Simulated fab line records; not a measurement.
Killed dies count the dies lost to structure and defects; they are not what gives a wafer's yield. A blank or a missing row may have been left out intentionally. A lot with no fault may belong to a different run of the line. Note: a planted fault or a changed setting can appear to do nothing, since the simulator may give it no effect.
Comparing a struck lot with a sound one | flow n5_finfet | 44 steps out of a route of 1938
Sound: wafers L598.1, L598.2, L598.5. Struck: wafers L588.2, L588.3 (left out: L588.4, a lot-mate that was not struck); the cause follows at the end.
Order at every step that has rows: each side's tool, ch and its chambers, its first start. Under that, the readings that differ: sound wafers | struck wafers | difference of the means | sigmas: that difference in standard deviations of wafers without a fault.
alike: readings with means less than 2 such deviations apart, plus words and numbers identical on both sides. not compared: withheld readings, readings lacking a value on some wafer, bounds such as >300 that could conceal the same value, and numbers that have no deviation in the record and whose values overlap.
Wherever a step has rows on one side only, a row that says differs or no value, or a row with sigmas, the two part there. Non-overlapping numbers with no deviation appear without sigmas and do not part them. A reading missing from all wafers of one side parts the sides only when that side holds two or more wafers.

N5_BEOL_M3_ANNEAL_95: time 240 s.
  sound on pvd_sputter-03 at day 12 06:59; struck on pvd_sputter-01 at day 9 23:21
  alike: heater_power_w, susceptor_temp_C
then, 2 steps without rows for these wafers: N5_BEOL_M3_SPUTTER_96 (material Cu, target thk 4.5 nm, time 8.29 s); N5_BEOL_M3_ECD_50 (material Cu, target thk 300 nm).
N5_BEOL_M3_ANNEAL_51: time 90 s.
  sound on rtp_anneal-02 ch 0, day 12 07:19; struck on rtp_anneal-01 ch 0, day 9 23:50
  alike: wafer_temp_C_max
then, 1 step without rows for these wafers: N5_BEOL_M3_CMP_52 (polishes, stops on SiOC, t overpolish 6.8 s, target thk 40 nm).
N5_BEOL_M3_THK_MEAS_53: measures by xrf.
  sound on film_metro-01 at day 12 07:54; struck on film_metro-01 at day 10 00:23
  alike: M3_THK
N5_BEOL_M3_PRE_CLEAN_60: time 15 s.
  sound on cvd_co-02 ch 0,1, day 12 07:56; struck on cvd_co-01 ch 1,2, day 10 00:26
  alike: heater_power_w
  not compared: since_wet_clean_h, susceptor_temp_C
then, 3 steps without rows for these wafers: N5_BEOL_M3_CO_CAP_55 (material Co, precursor CCTBA/H2, target thk 2 nm, time 102.1 s); N5_BEOL_M3_PRE_CLEAN_56 (time 15 s); N5_BEOL_M3_DEP_57 (deposits SiCN from 3MS/NH3, target thk 8 nm, time 14 s).
N5_BEOL_M3_RS_MEAS_58: the measuring method here is four-point-probe.
  sound on film_metro-01 at day 12 08:10; struck on film_metro-02 at day 10 00:39
  alike: M3_RS
N5_BEOL_M3_INSPECT_59: inspects for defects (darkfield).
  sound on defect_inspect-02 at day 12 08:11; struck on defect_inspect-01 at day 10 00:41
  alike: raw_defect_count
N5_BEOL_M4_ILD_DEP_00: deposits SiOC from DEMS/O2, target thk 79 nm, time 15.3 s.
  sound on pecvd-02 ch 1,2, day 12 08:14; struck on pecvd-03 ch 0, day 10 00:43
  reading                                      | sound                | struck        | difference | sigmas
  susceptor_temp_C (C)                         | 350.23 349.95 349.85 | 350.59 350.39 | +0.48      | +3
  model.SiOC_of_BEOL_M4_ILD_DEP_00.thk_nm (nm) | 77.8 78 79.6         | 28.4 28.6     | -50.0      |
  alike: heater_power_w, showerhead_plenum_p_Torr, throttle_valve_pct
  not compared: since_wet_clean_h
N5_BEOL_M4_THK_MEAS_01:
  sound on film_metro-01 at day 12 08:18; struck on film_metro-01 at day 10 00:48
  reading         | sound          | struck    | difference | sigmas
  M4_ILD_THK (nm) | 77.7 78.0 79.4 | 28.4 28.5 | -49.9      | -45
then, 11 steps without rows for these wafers: N5_BEOL_M4_PECVD_72 (deposits SiO2 from TEOS/O2, target thk 16 nm, time 18 s); N5_BEOL_M4_HM_DEP_02 (deposits TiN, target thk 20 nm); N5_BEOL_M4_COAT_61 (time 60 s, resist thk 60 nm); N5_BEOL_M4_COAT_62 (time 60 s, resist thk 12 nm); N5_BEOL_M4_COAT_73 (time 60 s, resist thk 5 nm); N5_BEOL_M4_COAT_05 (resist thk 30 nm); N5_BEOL_M4_EBR_07; N5_BEOL_M4_SOFTBAKE_06 (time 60 s); N5_BEOL_M4_EXPOSE_08 (exposes mask M4); N5_BEOL_M4_PEB_09 (peb time 60 s); N5_BEOL_M4_DEVELOP_10 (develop time 30 s).
N5_BEOL_M4_CD_MEAS_11: target cd 16.79 nm.
  sound on cd_sem-03 ch 0, day 12 09:20; struck on cd_sem-01 ch 0, day 10 01:17
  alike: cd_nm
N5_BEOL_M4_OVL_MEAS_12:
  sound on overlay-01 ch 0, day 12 09:22; struck on overlay-01 ch 0, day 10 01:20
  alike: M4_OVL
N5_BEOL_M4_INSPECT_13: inspects for defects (brightfield).
  sound on defect_inspect-02 at day 12 09:25; struck on defect_inspect-02 at day 10 01:23
  alike: raw_defect_count
then, 1 step without rows for these wafers: N5_BEOL_M4_DESCUM_16 (chemistry O2, time 7 s).
N5_BEOL_M4_ETCH_74: etches underlayer in N2/H2, target depth 6.5 nm, time 5.2 s.
  sound on rie_diel-03 ch 1,2,3, day 12 09:29; struck on rie_diel-01 ch 0,3, day 10 02:26
  alike: drypump_motor_current_A, etch_rf_on_time_s, n2_flow_sccm, oes_product_au, rf_vpp_V, showerhead_plenum_p_Torr, throttle_valve_pct
  not compared: rf_hours_counter_h
then, 5 steps without rows for these wafers: N5_BEOL_M4_ETCH_63 (etches SiARC in CF4, target depth 15.6 nm, time 26 s); N5_BEOL_M4_ETCH_64 (etches SOC in N2/H2, target depth 75 nm, overetch 22.5 nm, time 121.9 s); N5_BEOL_M4_STRIP_65 (strips in N2/H2); N5_BEOL_M4_STRIP_75 (strips in N2/H2); N5_BEOL_M4_STRIP_66 (strips in CF4).
N5_BEOL_M4_HM_OPEN_17: chemistry Cl2/BCl3, target TiN, target depth 20 nm, overetch 6 nm.
  sound on rie_metal-01 ch 0,1, day 12 09:43; struck on rie_metal-02 ch 0, day 10 02:39
  alike: drypump_motor_current_A, oes_product_au, throttle_valve_pct
  not compared: rf_hours_counter_h
then, 1 step without rows for these wafers: N5_BEOL_M4_STRIP_19 (strips in O2).
N5_BEOL_M4_CD_MEAS_18: pitch 36 nm, target cd 18 nm.
  sound on cd_sem-02 at day 12 10:08; struck on cd_sem-03 at day 10 02:51
  reading    | sound          | struck    | difference | sigmas
  cd_nm (nm) | 17.5 17.3 17.8 | 18.2 18.5 | +0.8       | +2
then, 4 steps without rows for these wafers: N5_BEOL_M4_COAT_67 (time 60 s, resist thk 60 nm); N5_BEOL_M4_COAT_68 (time 60 s, resist thk 12 nm); N5_BEOL_M4_COAT_76 (time 60 s, resist thk 5 nm); N5_BEOL_M4_COAT_22 (resist thk 30 nm).
N5_BEOL_M4_CMP_52: polishes, stops on SiOC, t overpolish 6.8 s, target thk 40 nm.
  sound on cmp-02 ch 1,2, day 12 21:28; struck on cmp-03 ch 0,2, day 10 08:02
  reading                                      | sound        | struck    | difference | sigmas
  model.SiOC_of_BEOL_M4_ILD_DEP_00.thk_nm (nm) | 74.8 75 76.6 | 25.4 25.6 | -50.0      |
  alike: head_pressure_psi, motor_current_A
  not compared: pad_life_wafers
N5_BEOL_M4_RC_MEAS_101:
  the record has rows for the sound wafers here (prober-01 ch 0, day 12 22:02) and none for the struck ones

== WHERE THEY PART ==
Earliest at N5_BEOL_M4_ILD_DEP_00; latest, in this record, at N5_BEOL_M4_RC_MEAS_101.

WHY: what had been put in by the simulator
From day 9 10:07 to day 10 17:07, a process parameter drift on pecvd-03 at N5_BEOL_M4_ILD_DEP_00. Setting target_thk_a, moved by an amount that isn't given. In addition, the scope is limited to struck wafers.
